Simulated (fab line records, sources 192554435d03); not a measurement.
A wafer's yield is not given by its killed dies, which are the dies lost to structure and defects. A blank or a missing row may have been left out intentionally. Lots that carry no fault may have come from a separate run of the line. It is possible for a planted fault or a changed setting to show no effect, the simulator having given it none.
Split-lot study || flow n5 finfet || 7 lots, 39 wafers read, on a route of 1938 steps

== ABOUT THE SPLIT ==
At N5_BEOL_M8_DESCUM_16 (chemistry O2, time 7.9 s), the setting time s was moved away from the recipe's 7.9 s on 18 of the 39 wafers read, by -38.3% to +58.9%. All remaining wafers had this setting at the recipe value.

There is no step in the file separating the split from the reading.

== THE READING ==
CAR-ArF_of_BEOL_M8_COAT_05.thk nm (the simulator's own value, which no gauge read), in nm, at N5_BEOL_M8_ETCH_61 (etches SiARC in CF4, target depth 45.5 nm, time 75.8 s). No usual value for it is given in the file. Across the 21 wafers here that went through the recipe, the average is 50.9 nm and the standard deviation 0.3 nm.

{"wafer": "L076.1", "tool, chamber at the split": "rie diel-02, 1", "time s as run, s": 7.9, "against the recipe": "recipe", "CAR-ArF_of_BEOL_M8_COAT_05.thk nm, nm": 50.8, "against lot-mates on the recipe": "-"}
{"wafer": "L076.2", "tool, chamber at the split": "rie diel-02, 2", "time s as run, s": 12.55, "against the recipe": "+58.9%", "CAR-ArF_of_BEOL_M8_COAT_05.thk nm, nm": 48.2, "against lot-mates on the recipe": -2.5}
{"wafer": "L076.3", "tool, chamber at the split": "rie diel-02, 3,2", "time s as run, s": 12.55, "against the recipe": "+58.9%", "CAR-ArF_of_BEOL_M8_COAT_05.thk nm, nm": 47.8, "against lot-mates on the recipe": -2.9}
{"wafer": "L076.4", "tool, chamber at the split": "rie diel-02, 0,3", "time s as run, s": 7.9, "against the recipe": "recipe", "CAR-ArF_of_BEOL_M8_COAT_05.thk nm, nm": 50.6, "against lot-mates on the recipe": "-"}
{"wafer": "L076.5", "tool, chamber at the split": "rie diel-02, 0,3", "time s as run, s": 7.9, "against the recipe": "recipe", "CAR-ArF_of_BEOL_M8_COAT_05.thk nm, nm": 50.6, "against lot-mates on the recipe": "-"}
{"wafer": "L076.6", "tool, chamber at the split": "rie diel-02, 3,2", "time s as run, s": 12.55, "against the recipe": "+58.9%", "CAR-ArF_of_BEOL_M8_COAT_05.thk nm, nm": 48, "against lot-mates on the recipe": -2.7}
{"wafer": "L078.1", "tool, chamber at the split": "rie diel-05, 1,0,0", "time s as run, s": 10.22, "against the recipe": "+29.4%", "CAR-ArF_of_BEOL_M8_COAT_05.thk nm, nm": 49.6, "against lot-mates on the recipe": -1.2}
{"wafer": "L078.2", "tool, chamber at the split": "rie diel-05, 3,1,3", "time s as run, s": 7.9, "against the recipe": "recipe", "CAR-ArF_of_BEOL_M8_COAT_05.thk nm, nm": 50.8, "against lot-mates on the recipe": "-"}
{"wafer": "L078.5", "tool, chamber at the split": "rie diel-05, 3,1,3", "time s as run, s": 7.9, "against the recipe": "recipe", "CAR-ArF_of_BEOL_M8_COAT_05.thk nm, nm": 50.8, "against lot-mates on the recipe": "-"}
{"wafer": "L078.6", "tool, chamber at the split": "rie diel-05, 3,1,3", "time s as run, s": 7.9, "against the recipe": "recipe", "CAR-ArF_of_BEOL_M8_COAT_05.thk nm, nm": 50.8, "against lot-mates on the recipe": "-"}
{"wafer": "L078.3", "tool, chamber at the split": "rie diel-05, 1,0,0", "time s as run, s": 10.22, "against the recipe": "+29.4%", "CAR-ArF_of_BEOL_M8_COAT_05.thk nm, nm": 49.8, "against lot-mates on the recipe": -1.0}
{"wafer": "L078.4", "tool, chamber at the split": "rie diel-05, 1,0,0", "time s as run, s": 10.22, "against the recipe": "+29.4%", "CAR-ArF_of_BEOL_M8_COAT_05.thk nm, nm": 49.8, "against lot-mates on the recipe": -1.0}
{"wafer": "L084.1", "tool, chamber at the split": "rie diel-05, 3", "time s as run, s": 7.9, "against the recipe": "recipe", "CAR-ArF_of_BEOL_M8_COAT_05.thk nm, nm": 51, "against lot-mates on the recipe": "-"}
{"wafer": "L084.2", "tool, chamber at the split": "rie diel-05, 1", "time s as run, s": 7.9, "against the recipe": "recipe", "CAR-ArF_of_BEOL_M8_COAT_05.thk nm, nm": 50.8, "against lot-mates on the recipe": "-"}
{"wafer": "L084.6", "tool, chamber at the split": "rie diel-05, 2", "time s as run, s": 7.9, "against the recipe": "recipe", "CAR-ArF_of_BEOL_M8_COAT_05.thk nm, nm": 50.4, "against lot-mates on the recipe": "-"}
{"wafer": "L087.1", "tool, chamber at the split": "rie diel-04, 0,1", "time s as run, s": 7.9, "against the recipe": "recipe", "CAR-ArF_of_BEOL_M8_COAT_05.thk nm, nm": 51.2, "against lot-mates on the recipe": "-"}
{"wafer": "L087.2", "tool, chamber at the split": "rie diel-04, 0,1", "time s as run, s": 7.9, "against the recipe": "recipe", "CAR-ArF_of_BEOL_M8_COAT_05.thk nm, nm": 51.4, "against lot-mates on the recipe": "-"}
{"wafer": "L087.6", "tool, chamber at the split": "rie diel-04, 3", "time s as run, s": 7.9, "against the recipe": "recipe", "CAR-ArF_of_BEOL_M8_COAT_05.thk nm, nm": 51.4, "against lot-mates on the recipe": "-"}
{"wafer": "L087.3", "tool, chamber at the split": "rie diel-04, 3,2", "time s as run, s": 11.59, "against the recipe": "+46.7%", "CAR-ArF_of_BEOL_M8_COAT_05.thk nm, nm": 48.8, "against lot-mates on the recipe": -2.5}
{"wafer": "L087.4", "tool, chamber at the split": "rie diel-04, 3,2", "time s as run, s": 11.59, "against the recipe": "+46.7%", "CAR-ArF_of_BEOL_M8_COAT_05.thk nm, nm": 49, "against lot-mates on the recipe": -2.3}
{"wafer": "L087.5", "tool, chamber at the split": "rie diel-04, 0", "time s as run, s": 11.59, "against the recipe": "+46.7%", "CAR-ArF_of_BEOL_M8_COAT_05.thk nm, nm": 49, "against lot-mates on the recipe": -2.3}
{"wafer": "L093.1", "tool, chamber at the split": "rie diel-04, 1,0", "time s as run, s": 7.9, "against the recipe": "recipe", "CAR-ArF_of_BEOL_M8_COAT_05.thk nm, nm": 50.6, "against lot-mates on the recipe": "-"}
{"wafer": "L093.2", "tool, chamber at the split": "rie diel-04, 2", "time s as run, s": 7.9, "against the recipe": "recipe", "CAR-ArF_of_BEOL_M8_COAT_05.thk nm, nm": 50.6, "against lot-mates on the recipe": "-"}
{"wafer": "L093.6", "tool, chamber at the split": "rie diel-04, 1,0", "time s as run, s": 7.9, "against the recipe": "recipe", "CAR-ArF_of_BEOL_M8_COAT_05.thk nm, nm": 50.6, "against lot-mates on the recipe": "-"}
{"wafer": "L093.3", "tool, chamber at the split": "rie diel-04, 0,1", "time s as run, s": 5.878, "against the recipe": "-25.6%", "CAR-ArF_of_BEOL_M8_COAT_05.thk nm, nm": 52.2, "against lot-mates on the recipe": "+1.6"}
{"wafer": "L093.4", "tool, chamber at the split": "rie diel-04, 0,1", "time s as run, s": 5.878, "against the recipe": "-25.6%", "CAR-ArF_of_BEOL_M8_COAT_05.thk nm, nm": 52, "against lot-mates on the recipe": "+1.4"}
{"wafer": "L093.5", "tool, chamber at the split": "rie diel-04, 2", "time s as run, s": 5.878, "against the recipe": "-25.6%", "CAR-ArF_of_BEOL_M8_COAT_05.thk nm, nm": 51.8, "against lot-mates on the recipe": "+1.2"}
{"wafer": "L097.1", "tool, chamber at the split": "rie diel-04, 2", "time s as run, s": 9.44, "against the recipe": "+19.5%", "CAR-ArF_of_BEOL_M8_COAT_05.thk nm, nm": 49.8, "against lot-mates on the recipe": -1.0}
{"wafer": "L097.4", "tool, chamber at the split": "rie diel-04, 0,2", "time s as run, s": 9.44, "against the recipe": "+19.5%", "CAR-ArF_of_BEOL_M8_COAT_05.thk nm, nm": 49.8, "against lot-mates on the recipe": -1.0}
{"wafer": "L097.6", "tool, chamber at the split": "rie diel-04, 0,2", "time s as run, s": 9.44, "against the recipe": "+19.5%", "CAR-ArF_of_BEOL_M8_COAT_05.thk nm, nm": 49.8, "against lot-mates on the recipe": -1.0}
{"wafer": "L097.2", "tool, chamber at the split": "rie diel-04, 0", "time s as run, s": 7.9, "against the recipe": "recipe", "CAR-ArF_of_BEOL_M8_COAT_05.thk nm, nm": 51.2, "against lot-mates on the recipe": "-"}
{"wafer": "L097.3", "tool, chamber at the split": "rie diel-04, 2", "time s as run, s": 7.9, "against the recipe": "recipe", "CAR-ArF_of_BEOL_M8_COAT_05.thk nm, nm": 50.4, "against lot-mates on the recipe": "-"}
{"wafer": "L097.5", "tool, chamber at the split": "rie diel-04, 0", "time s as run, s": 7.9, "against the recipe": "recipe", "CAR-ArF_of_BEOL_M8_COAT_05.thk nm, nm": 50.8, "against lot-mates on the recipe": "-"}
{"wafer": "L096.1", "tool, chamber at the split": "rie diel-05, 2,2,0", "time s as run, s": 7.9, "against the recipe": "recipe", "CAR-ArF_of_BEOL_M8_COAT_05.thk nm, nm": 51.2, "against lot-mates on the recipe": "-"}
{"wafer": "L096.6", "tool, chamber at the split": "rie diel-05, 2,2,0", "time s as run, s": 7.9, "against the recipe": "recipe", "CAR-ArF_of_BEOL_M8_COAT_05.thk nm, nm": 51.2, "against lot-mates on the recipe": "-"}
{"wafer": "L096.2", "tool, chamber at the split": "rie diel-05, 1", "time s as run, s": 4.871, "against the recipe": "-38.3%", "CAR-ArF_of_BEOL_M8_COAT_05.thk nm, nm": 52.8, "against lot-mates on the recipe": "+1.7"}
{"wafer": "L096.5", "tool, chamber at the split": "rie diel-05, 1", "time s as run, s": 4.871, "against the recipe": "-38.3%", "CAR-ArF_of_BEOL_M8_COAT_05.thk nm, nm": 52.8, "against lot-mates on the recipe": "+1.7"}
{"wafer": "L096.3", "tool, chamber at the split": "rie diel-05, 0", "time s as run, s": 4.871, "against the recipe": "-38.3%", "CAR-ArF_of_BEOL_M8_COAT_05.thk nm, nm": 52.6, "against lot-mates on the recipe": "+1.5"}
{"wafer": "L096.4", "tool, chamber at the split": "rie diel-05, 2,2,0", "time s as run, s": 7.9, "against the recipe": "recipe", "CAR-ArF_of_BEOL_M8_COAT_05.thk nm, nm": 51, "against lot-mates on the recipe": "-"}
If several chambers appear in one row, that row covers several wafers at once and the file leaves open which wafer was in which chamber.

FIT RESULTS
A straight line over all 39 wafers: CAR-ArF_of_BEOL_M8_COAT_05.thk nm changes by -0.046 nm for each +1% of time s; r = -0.98; the points scatter about the line by 0.26 nm.
The same after taking each lot's own level away (the mean of its wafers on the recipe; 39 wafers): -0.0463 nm for each +1%; r = -0.99; scatter 0.2 nm.
On that fit, the largest move of time s shifts the reading by 2.7 nm.
Across the lots, their own levels run from 50.60 to 51.33 nm, a range of 2.5 times the standard deviation given above.
So the lot-to-lot level changes the slope little: the two slopes agree.
Check: for one of the wafers moved furthest among these (+58.9%), held out of the fit, the line's prediction against its lot-mates is -2.76 nm. Against them it came out at -2.47 nm.

== OTHER SPLITS APPLIED TO THESE WAFERS ==
Note: prior to the reading, these wafers also went through further splits. Each is held against what the fit with the lots' levels taken away leaves over:
{"other split on the same wafers": "N5_BEOL_M2_VIA_ETCH_34 target depth a", "wafers away from the commonest value": 15, "r with CAR-ArF_of_BEOL_M8_COAT_05.thk nm (lot level and that fit taken away)": -0.20}
{"other split on the same wafers": "N5_BEOL_M4_ILD_DEP_00 target thk a", "wafers away from the commonest value": 15, "r with CAR-ArF_of_BEOL_M8_COAT_05.thk nm (lot level and that fit taken away)": -0.18}

== THE WHOLE CHAIN: every reading that the file lists as answering this split, in the file's order ==
{"step": "N5_BEOL_M8_DESCUM_16", "what it does": "chemistry O2, time 7.9 s", "reading": "CAR-ArF_of_BEOL_M8_COAT_05.thk nm (the simulator's own value, which no gauge read)", "change (the file's fit)": "-0.0476 nm for each +1% of the setting", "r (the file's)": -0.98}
{"step": "N5_BEOL_M8_ETCH_61", "what it does": "etches SiARC in CF4, target depth 45.5 nm, time 75.8 s", "reading": "CAR-ArF_of_BEOL_M8_COAT_05.thk nm (the simulator's own value, which no gauge read)", "change (the file's fit)": "-0.0463 nm for each +1% of the setting", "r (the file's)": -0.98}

== FILE'S OWN FIT ==
CAR-ArF_of_BEOL_M8_COAT_05.thk nm changes by -0.0463 nm for each +1% of time s, r = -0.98.
